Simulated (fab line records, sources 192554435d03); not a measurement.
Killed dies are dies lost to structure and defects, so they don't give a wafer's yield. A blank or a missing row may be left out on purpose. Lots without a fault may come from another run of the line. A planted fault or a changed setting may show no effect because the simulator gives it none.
fab line records | flow n5_finfet
record lots=9 wafers=27 last_day=17
route steps=1938 shown MIM_TOP_LITHO@1850 MIM_TOP_ETCH@1852 PASS1_CAP@1873 TV_OPEN@1888 PASSIVATION@1936
lots that met no fault: from a run of the same line without faults
start_h: hours from the record's first day to the start of the lot's first wafer shown | wait_h: hours since the lot's step before | " the same as in the row above | L1.1+2: a row that stands for several wafers | - no value, or no start given | * or withheld: withheld | < > ~ a bound
route shown NAME@n: a module of which the file shows steps, and the number in the route of the first | usual: mean/standard deviation of fault-free wafers | same: alike in all rows | chamber/n: place in a boat | sites: the reading at each site | _std_site: their standard deviation | _edge_site: outer sites' mean less inner sites' | radius_mm: how far each site lies from the wafer's centre | mask NAME#n: copy n | behind: the tool/chamber that last shaped the wafer | hold: why the lot was held/for how many hours/how that ended | device: the transistor (n, p or np) that didn't switch | end of line: the same wafers' tests at the end of the route | a step without rows: its recipe alone | killed: dies lost to structure and defects at the first sort, not the wafer's yield | map: a wafer's dies, x killed, . not, _ none there
set.NAME: the setting as run; set.NAME@STEP: as run at that earlier step | model.NAME: the simulator's own value behind a step, which no gauge read
steps of the route over a sample of lots; a table a step, a row a wafer
services: from which hour (start_h, from the record's first day; less than 0 if before it) a tool's chamber was out of use, for how many hours, and why
## steps
# step N5_MIM_TOP_LITHO_DESCUM_10
# recipe chemistry=O2 time_s=7.9 source_power_w=50 bias_power_w=20 pressure_mtorr=20 rf_frequency_hz=2.712e+07 temp_c=40 o2_flow_sccm=225
# usual drypump_motor_current_A=5.6/0.41 oes_product_au=0.77/0.077 rf_vpp_V=243.4/1.2 showerhead_plenum_p_Torr=2.11/0.055 temp_c=40.02/0.12 throttle_valve_pct=20.38/0.23
# same time_s=7.9
# columns lot.wafer tool chamber start_h wait_h drypump_motor_current_A oes_product_au rf_hours_counter_h rf_vpp_V showerhead_plenum_p_Torr temp_c throttle_valve_pct
L126.2 rie_diel-01 0 268.46 0.0 5.8 0.74 198 241.7 2.09 39.75 20.45
L126.4 " 3 " " 6.2 0.80 - 243.8 2.19 40.01 20.12
L126.5 " 0 " " 5.8 0.74 - 242.6 2.09 39.91 20.45
L130.1 rie_diel-04 1 284.41 0.0 6.0 0.81 79 241.1 2.12 39.95 20.61
L130.3 " 3 " " 5.9 0.68 247 245.0 2.15 40.08 20.52
L130.5 " 0 " " 6.1 0.71 - 241.7 2.08 40.07 20.82
L133.1 rie_diel-03 1 312.92 1.2 5.4 0.73 185 242.6 2.08 39.88 20.22
L133.2 " 0 " " 5.3 0.76 145 244.3 2.19 39.90 20.27
L133.6 " 3 " " 5.9 0.88 - 244.7 2.16 40.01 20.28
L138.2 rie_diel-03 0 343.49 0.2 5.3 0.75 161 246.1 2.19 40.20 20.28
L138.4 " 1 " " 5.4 0.71 201 242.6 2.07 40.08 20.26
L138.6 " 2 " " 5.2 0.73 - 244.0 2.06 40.12 20.32
L141.1 rie_diel-03 2 350.09 0.3 5.2 0.73 233 242.5 2.06 40.04 20.32
L141.3 " 1 " " 5.4 0.71 204 242.4 2.07 39.77 20.25
L141.5 " 1 " " 5.4 0.70 - 243.1 2.07 39.89 20.27
L145.2 rie_diel-04 2 375.26 0.6 6.1 0.83 65 242.7 2.05 39.99 20.14
L145.5 " 1 " " 6.0 0.76 - 242.3 2.10 40.00 20.68
L145.6 " 2 " " 6.1 0.84 - 240.3 2.05 39.89 20.12
L144.2 rie_diel-04 1 378.33 0.2 6.0 0.77 124 244.1 2.10 40.06 20.69
L144.4 " 2 " " 6.1 0.83 - 243.2 2.05 39.82 20.15
L144.6 " 0 " " 6.0 0.68 - 243.8 2.07 40.00 20.89
L143.1 rie_diel-01 1 382.66 1.5 5.1 0.94 9 243.5 2.16 39.95 20.18
L143.2 " 3 " " 6.2 0.79 83 245.1 2.18 39.91 20.12
L143.5 " 3 " " 6.2 0.79 - 245.5 2.18 40.22 20.16
L147.1 rie_diel-03 3 400.48 0.0 5.9 0.81 77 243.2 2.14 39.73 20.33
L147.2 " 1 " " 5.4 0.69 229 241.6 2.06 39.99 20.29
L147.3 " 0 " " 5.3 0.72 191 244.6 2.18 40.16 20.34
# step N5_MIM_TOP_ETCH_STRIP_01
# recipe chemistry=O2 power_w=600 temp_c=60 pressure_mtorr=30 rf_frequency_hz=6e+07 bias_power_w=0 overash_fraction=0.5 o2_flow_sccm=225
# usual drypump_motor_current_A=5.6/0.51 oes_product_au=0.78/0.091 rf_vpp_V=3.8/1.4 showerhead_plenum_p_Torr=2.14/0.07 temp_c=60.02/0.12 throttle_valve_pct=16.70/0.27
# columns lot.wafer tool chamber start_h wait_h drypump_motor_current_A oes_product_au rf_hours_counter_h rf_vpp_V showerhead_plenum_p_Torr temp_c throttle_valve_pct
L126.2 rie_diel-02 3 268.69 0.1 5.5 0.74 176 1.9 2.16 59.96 16.89
L126.4 " 0 " " 5.2 0.73 182 5.1 2.18 59.96 17.13
L126.5 " 2 " " 5.0 0.92 - 4.4 2.21 59.85 16.24
L130.1 rie_diel-06 1 284.64 0.1 6.6 0.82 68 2.7 2.20 60.06 16.30
L130.3 " 2 " " 5.9 0.89 18 2.2 2.05 59.93 16.60
L130.5 " 0 " " 5.1 0.70 - 5.8 1.98 60.05 16.75
L133.1 rie_diel-06 2 313.38 0.3 5.9 0.90 24 4.7 2.05 59.87 16.59
L133.2 " 0 " " 5.1 0.71 195 4.8 1.98 59.93 16.71
L133.6 " 3 " " 6.5 0.70 - 2.9 2.16 59.92 16.61
L138.2 rie_diel-05 2 343.72 0.1 5.0 0.68 244 5.7 2.13 59.92 17.08
L138.4 " 1 " " 5.7 0.80 - 2.7 2.12 60.11 16.79
L138.6 " 0 " " 6.1 0.94 - 3.0 2.23 60.14 16.51
L141.1 rie_diel-05 0 350.32 0.1 6.1 0.94 5 0.5 2.23 60.13 16.47
L141.3 " 1 " " 5.7 0.79 102 0.8 2.12 59.90 16.80
L141.5 " 3 " " 5.6 0.69 - 3.6 2.17 60.06 16.61
L145.2 rie_diel-02 0 375.67 0.2 5.1 0.71 213 3.1 2.17 59.88 17.14
L145.5 " 0 " " 5.2 0.69 - 2.8 2.17 60.04 17.23
L145.6 " 3 " " 5.5 0.70 - 5.0 2.15 60.04 16.96
L144.2 rie_diel-02 0 378.56 0.1 5.2 0.70 215 2.4 2.17 59.94 17.20
L144.4 " 1 " " 5.6 0.89 57 5.1 2.22 59.91 16.86
L144.6 " 3 " " 5.5 0.72 - 4.4 2.15 60.04 16.93
L143.1 rie_diel-02 2 382.91 0.1 5.0 0.87 58 2.8 2.20 59.99 16.29
L143.2 " 3 " " 5.5 0.71 209 3.4 2.15 59.73 16.90
L143.5 " 0 " " 5.2 0.71 - 4.0 2.17 60.10 17.21
L147.1 rie_diel-05 3 400.76 0.2 5.6 0.67 235 5.7 2.16 59.95 16.68
L147.2 " 1 " " 5.7 0.80 119 4.0 2.11 60.14 16.84
L147.3 " 2 " " 5.0 0.99 0 3.0 2.13 60.04 16.63
# step N5_PASSIVATION_PECVD_55
# recipe material=SiO2 target_thk_a=4000 temp_c=400 precursor=SiH4/N2O pressure_torr=2.7 rf_w=608 time_s=22.5
# usual heater_power_outer_w=416/87 heater_power_w=700/120 showerhead_plenum_p_Torr=8.23/0.083 throttle_valve_pct=51.1/2.1
# same time_s=22.5
# columns lot.wafer tool chamber start_h wait_h heater_power_outer_w heater_power_w showerhead_plenum_p_Torr throttle_valve_pct
L126.2 pecvd-04 1 270.35 0.0 504 765 8.13 54.6
L126.4 " 1 " " 522 789 8.17 54.5
L126.5 " 1 " " 527 824 8.16 54.7
L130.1 pecvd-01 0 286.16 0.0 426 630 8.16 52.3
L130.3 " 1 " " 470 819 8.24 53.2
L130.5 " 2 " " 452 748 8.30 47.7
L133.1 pecvd-04 1 315.48 0.0 562 903 8.13 54.6
L133.2 " 2 " " 466 733 8.31 48.2
L133.6 " 1 " " 445 706 8.15 54.5
L138.2 pecvd-01 0 346.19 0.0 394 605 8.15 52.9
L138.4 " 0 " " 410 611 8.15 52.5
L138.6 " 2 " " 448 722 8.33 48.2
L141.1 pecvd-01 2 351.98 0.0 440 733 8.34 47.9
L141.3 " 0 " " 412 612 8.15 52.6
L141.5 " 2 " " 460 789 8.32 48.0
L145.2 pecvd-04 2 378.13 0.0 452 712 8.29 48.1
L145.5 " 1 " " 442 707 8.14 54.7
L145.6 " 2 " " 465 756 8.31 48.4
L144.2 pecvd-01 0 380.01 0.0 362 542 8.14 52.7
L144.4 " 1 " " 418 760 8.23 53.2
L144.6 " 2 " " 471 813 8.32 48.0
L143.1 pecvd-02 2 384.50 0.0 289 530 8.18 50.2
L143.2 " 0 " " 457 799 8.39 50.3
L143.5 " 0 " " 347 669 8.39 50.5
L147.1 pecvd-04 0 402.16 0.0 502 839 8.21 49.6
L147.2 " 1 " " 519 787 8.14 54.6
L147.3 " 1 " " 526 806 8.15 54.6
# step N5_PASSIVATION_VIA_ETCH_13
# recipe chemistry=CHF3/O2 target=SiO2 target_depth_a=6600 CHF3_flow_sccm=50 O2_flow_sccm=5 Ar_flow_sccm=200 time_s=330 mask_material=PR pressure_mtorr=30 source_w=650 bias_w=170 ion_energy_ev=200 ends=cleared
# usual bias_w=169.9/0.52 drypump_motor_current_A=5.8/0.54 etch_rf_on_time_s=236/6 oes_ar_750_au=0.78/0.083 oes_f_703_au=0.78/0.09 oes_product_au=0.71/0.079 rf_vpp_V=527/8.2 showerhead_plenum_p_Torr=2.45/0.084 throttle_valve_pct=18.86/0.24
# columns lot.wafer tool chamber start_h wait_h bias_w drypump_motor_current_A etch_rf_on_time_s oes_ar_750_au oes_f_703_au oes_product_au rf_hours_counter_h rf_vpp_V showerhead_plenum_p_Torr throttle_valve_pct
L126.2 rie_diel-06 1 271.41 0.0 170.4 6.6 239 0.83 0.82 0.74 64 528 2.53 18.54
L126.4 " 2 " " 170.9 5.9 236 0.92 0.93 0.82 14 515 2.35 18.73
L126.5 " 1 " " 170.1 6.6 240 0.83 0.82 0.75 - 527 2.53 18.51
L130.1 rie_diel-05 0 287.76 0.0 170.0 6.2 231 0.71 0.72 0.64 248 525 2.27 19.12
L130.3 " 1 " " 169.6 5.7 234 0.81 0.80 0.74 79 536 2.42 18.86
L130.5 " 1 " " 169.2 5.7 235 0.80 0.80 0.74 - 534 2.42 18.85
L133.1 rie_diel-05 3 317.14 0.0 169.8 5.6 235 0.70 0.69 0.64 206 527 2.49 18.78
L133.2 " 1 " " 170.3 5.7 239 0.79 0.79 0.73 88 534 2.42 18.85
L133.6 " 2 " " 170.5 5.0 242 0.71 0.70 0.63 - 523 2.48 19.44
L138.2 rie_diel-05 3 349.37 0.0 178.7 5.6 231 0.70 0.69 0.63 217 550 2.49 18.80
L138.4 " 1 " " 179.3 5.7 236 0.78 0.78 0.73 102 557 2.41 18.87
L138.6 " 2 " " 178.9 5.0 231 0.70 0.70 0.62 - 544 2.48 19.43
L141.1 rie_diel-05 0 352.75 0.0 178.5 6.2 215 0.94 0.96 0.87 5 557 2.55 18.69
L141.3 " 2 " " 179.2 5.0 230 0.70 0.69 0.63 247 545 2.48 19.45
L141.5 " 0 " " 178.9 6.1 221 0.94 0.95 0.87 - 560 2.55 18.71
L144.2 rie_diel-06 3 381.76 0.0 170.6 6.5 236 0.69 0.69 0.62 216 537 2.47 18.77
L144.4 " 0 " " 169.8 5.1 246 0.70 0.70 0.63 213 522 2.28 18.98
L144.6 " 2 " " 170.1 5.9 232 0.85 0.87 0.77 - 515 2.34 18.78
L145.2 rie_diel-06 0 382.34 0.0 169.8 5.1 232 0.70 0.70 0.63 213 523 2.28 19.00
L145.5 " 3 " " 170.0 6.5 243 0.70 0.68 0.63 - 536 2.47 18.77
L145.6 " 2 " " 170.6 5.9 233 0.85 0.87 0.77 - 514 2.34 18.79
L143.1 rie_diel-06 0 385.52 0.0 169.5 5.1 234 0.69 0.70 0.63 214 523 2.28 19.00
L143.2 " 2 " " 170.4 5.9 230 0.85 0.87 0.76 47 514 2.34 18.80
L143.5 " 3 " " 170.2 6.5 240 0.69 0.68 0.62 - 537 2.47 18.78
L147.1 rie_diel-02 1 406.07 0.0 169.7 5.7 225 0.86 0.88 0.79 64 525 2.52 19.03
L147.2 " 2 " " 170.7 5.0 232 0.83 0.81 0.77 65 542 2.56 18.72
L147.3 " 0 " " 169.8 5.2 236 0.69 0.71 0.62 222 514 2.46 19.31
# step N5_PASSIVATION_PROBE_49
# usual defect_limited_yield=91.4/1.4 killed_at_M0_to_M3=31/10 killed_at_M4_up=14/5.6 killed_at_contacts=13/6.3 killed_at_front_end=39/10 killed_at_other=4/3.1 killed_dies=101/16 killed_open=65/13 killed_short=34/7.2 sort_bin_4_leakage=0.00/0.007 sort_bin_5_function=5.1/0.88 sort_bin_6_memory=3.2/0.66 sort_bin_8_speed=0.00/0.007 sort_n_pass=1079/16 sort_yield_pct=91.4/1.4
# same gross_dies=1180 killed_at_back_side=0
# columns lot.wafer tool chamber start_h wait_h defect_limited_yield[%] killed_at_M0_to_M3 killed_at_M4_up killed_at_contacts killed_at_front_end killed_at_other killed_dies killed_open killed_short sort_bin_4_leakage[%] sort_bin_5_function[%] sort_bin_6_memory[%] sort_bin_8_speed[%] sort_n_pass sort_yield_pct[%]
L138.2 prober-02 - 356.06 0.1 88.0 49 17 10 55 11 142 93 46 0 6.9 4.7 0 1038 88.0
L138.4 prober-02 - 356.16 0.2 92.2 21 13 11 36 11 92 53 36 0 4.8 2.5 0 1088 92.2
L138.6 prober-02 - 356.26 0.3 90.1 32 18 8 51 8 117 79 34 0 5.4 4.1 0 1063 90.1
L141.1 prober-02 - 361.99 0.0 91.6 16 15 25 43 0 99 63 36 0 4.5 3.6 0 1081 91.6
L141.3 prober-02 - 362.09 0.1 93.1 25 13 6 32 5 81 50 29 0 4.5 2.2 0 1099 93.1
L141.5 prober-02 - 362.19 0.2 90.8 24 18 21 44 1 108 67 39 0 5.1 3.6 0 1072 90.8
L145.2 prober-01 - 391.34 0.1 92.2 33 13 7 36 3 92 52 38 0 4.7 2.8 0 1088 92.2
L145.5 prober-01 - 391.49 0.2 91.8 40 17 8 30 2 97 58 37 0 4.7 3.0 0 1083 91.8
L145.6 prober-01 - 391.54 0.3 92.4 36 7 5 41 1 90 56 32 0 4.9 2.3 0 1090 92.4
L143.2 prober-02 - 391.83 0.1 91.7 22 9 8 55 4 98 61 37 0 5.2 3.0 0 1082 91.7
L147.1 prober-01 - 412.57 0.0 93.1 10 11 11 46 4 82 54 25 0 4.1 2.6 0 1098 93.1
L147.2 prober-01 - 412.62 0.1 91.8 18 13 24 35 7 97 68 27 0 5.2 2.9 0 1083 91.8
L147.3 prober-01 - 412.67 0.1 89.2 21 23 21 54 8 127 89 37 0 5.8 4.8 0 1053 89.2
# killed by level:class
L138.2 BEOL_M0_SAQP:geometric_particle:short=16 BEOL_M0_SAQP:geometric_particle:open=14 DUMMY_GATE:geometric_particle:open=11 STI_FIN_REVEAL:geometric_particle:open=9 BEOL_M4:geometric_particle:open=9 MOL_CONTACT_COAG:geometric_particle:open=8 GATE_CUT:geometric_particle:short=7 BEOL_M2:geometric_particle:open=6
L138.4 MOL_CONTACT_COAG:geometric_particle:open=9 BEOL_M0_SAQP:geometric_particle:short=7 FIN_SAQP:geometric_particle:short=6 FIN_SAQP:geometric_particle:open=5 DUMMY_GATE:geometric_particle:short=5 DUMMY_GATE:geometric_particle:open=5 BEOL_M2:geometric_particle:open=5 BEOL_M4:geometric_particle:open=5
L138.6 FIN_SAQP:geometric_particle:open=13 BEOL_M0_SAQP:geometric_particle:open=12 GATE_CUT:geometric_particle:open=9 BEOL_M0_SAQP:geometric_particle:short=7 STI_FIN_REVEAL:geometric_particle:open=6 DUMMY_GATE:geometric_particle:open=6 MOL_CONTACT_COAG:geometric_particle:open=5 MIM_BOT:geometric_particle:open=4
L141.1 MOL_CONTACT_COAG:geometric_particle:open=19 FIN_SAQP:geometric_particle:short=9 BEOL_M4:geometric_particle:open=9 FIN_SAQP:geometric_particle:open=8 GATE_CUT:geometric_particle:short=8 MOL_CONTACT_COAG:geometric_particle:short=6 BEOL_M0_SAQP:geometric_particle:open=5 STARTING-WAFER:geometric_particle:open=5
L141.3 BEOL_M2:geometric_particle:open=7 FIN_SAQP:geometric_particle:short=6 MOL_CONTACT_COAG:geometric_particle:open=6 GATE_CUT:geometric_particle:short=5 BEOL_M0_SAQP:geometric_particle:open=5 BEOL_M0_SAQP:geometric_particle:short=5 BEOL_M4:geometric_particle:open=5 FIN_SAQP:geometric_particle:open=4
L141.5 MOL_CONTACT_COAG:geometric_particle:open=20 FIN_SAQP:geometric_particle:short=17 BEOL_M4:geometric_particle:open=9 BEOL_M0_SAQP:geometric_particle:short=8 FIN_SAQP:geometric_particle:open=6 GATE_CUT:geometric_particle:short=6 BEOL_M0_SAQP:geometric_particle:open=6 BEOL_M2:geometric_particle:open=6
L145.2 BEOL_M0_SAQP:geometric_particle:open=9 BEOL_M0_SAQP:geometric_particle:short=8 BEOL_M4:geometric_particle:open=6 FIN_SAQP:geometric_particle:short=5 STARTING-WAFER:geometric_particle:short=5 FIN_SAQP:geometric_particle:open=4 STI_FIN_REVEAL:geometric_particle:open=4 DUMMY_GATE:geometric_particle:open=4
L145.5 BEOL_M0_SAQP:geometric_particle:short=10 BEOL_M0_SAQP:geometric_particle:open=9 MOL_CONTACT_COAG:geometric_particle:open=8 FIN_SAQP:geometric_particle:short=7 BEOL_M2:geometric_particle:open=5 STI_FIN_REVEAL:geometric_particle:open=4 BEOL_M4:geometric_particle:open=4 BEOL_M3:geometric_particle:open=4
L145.6 BEOL_M0_SAQP:geometric_particle:open=12 FIN_SAQP:geometric_particle:short=11 FIN_SAQP:geometric_particle:open=9 STI_FIN_REVEAL:geometric_particle:open=7 BEOL_M1:geometric_particle:open=6 BEOL_M2:geometric_particle:open=5 BEOL_M2:geometric_particle:short=5 BEOL_M0_SAQP:geometric_particle:short=4
L143.2 FIN_SAQP:geometric_particle:open=18 FIN_SAQP:geometric_particle:short=12 STI_FIN_REVEAL:geometric_particle:open=7 MOL_CONTACT_COAG:geometric_particle:open=7 BEOL_M0_SAQP:geometric_particle:open=5 BEOL_M1:geometric_particle:open=5 BEOL_M2:geometric_particle:open=5 STARTING-WAFER:geometric_particle:short=4
L147.1 FIN_SAQP:geometric_particle:open=12 MOL_CONTACT_COAG:geometric_particle:open=11 FIN_SAQP:geometric_particle:short=10 DUMMY_GATE:geometric_particle:open=8 BEOL_M1:geometric_particle:open=7 STI_FIN_REVEAL:geometric_particle:open=3 GATE_CUT:geometric_particle:short=3 BEOL_M8:geometric_particle:open=3
L147.2 MOL_CONTACT_COAG:geometric_particle:open=21 STI_FIN_REVEAL:geometric_particle:open=9 BEOL_M1:geometric_particle:open=7 FIN_SAQP:geometric_particle:short=6 FIN_SAQP:geometric_particle:open=5 GATE_CUT:geometric_particle:short=4 BEOL_M4:geometric_particle:short=4 DUMMY_GATE:geometric_particle:open=3
L147.3 STI_FIN_REVEAL:geometric_particle:open=20 MOL_CONTACT_COAG:geometric_particle:open=17 FIN_SAQP:geometric_particle:open=14 FIN_SAQP:geometric_particle:short=10 BEOL_M4:geometric_particle:open=7 BEOL_M1:geometric_particle:open=5 BEOL_M5:geometric_particle:open=5 BEOL_M4:geometric_particle:short=4
## services
# columns tool chamber start_h hours kind
rie_diel-04 1 287.30 4.7 repair
rie_diel-06 2 290.72 8.7 repair
rie_diel-03 3 291.56 6.8 repair
rie_diel-03 - 293.56 1.1 repair
rie_diel-03 0 296.71 5.3 repair
pecvd-02 - 297.64 0.7 repair
rie_diel-05 0 302.92 10.6 repair
rie_diel-01 - 306.91 75.6 repair
rie_diel-04 - 308.37 4.3 pm
rie_diel-06 1 313.56 3.6 repair
rie_diel-04 3 321.46 9.9 repair
rie_diel-06 - 324.61 2.8 pm
pecvd-01 - 329.36 1.0 repair
rie_diel-02 2 330.09 1.6 repair
rie_diel-06 0 339.69 7.4 repair
rie_diel-05 2 353.39 15.3 repair
rie_diel-04 0 360.70 5.8 repair
rie_diel-04 3 368.33 39.2 repair
rie_diel-03 1 380.94 2.6 repair
rie_diel-05 - 381.65 2.8 pm
rie_diel-04 1 381.81 1.8 repair
rie_diel-06 2 385.88 2.4 repair
rie_diel-05 - 392.36 1.5 repair
pecvd-04 2 399.55 15.3 repair
## key
first_sign step=N5_PASSIVATION_VIA_ETCH_13 reading=bias_w direction=up sigmas=17 usual=* struck=*
effect step=N5_PASSIVATION_VIA_ETCH_13 reading=rf_vpp_V direction=up sigmas=3.1 usual=527 struck=552
met_at N5_PASSIVATION_VIA_ETCH_13
struck_lots L138,L141
not_acting_at N5_MIM_TOP_LITHO_DESCUM_10,N5_MIM_TOP_ETCH_STRIP_01,N5_PASSIVATION_PECVD_55
onset_between 317.14 349.37
fault kind=process_parameter_drift tool=rie_diel-05 chamber=- onset_h=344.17 steps=N5_PASSIVATION_VIA_ETCH_13 channel=bias_w offset=* shape=step end_h=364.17 acts_in=* stated=*
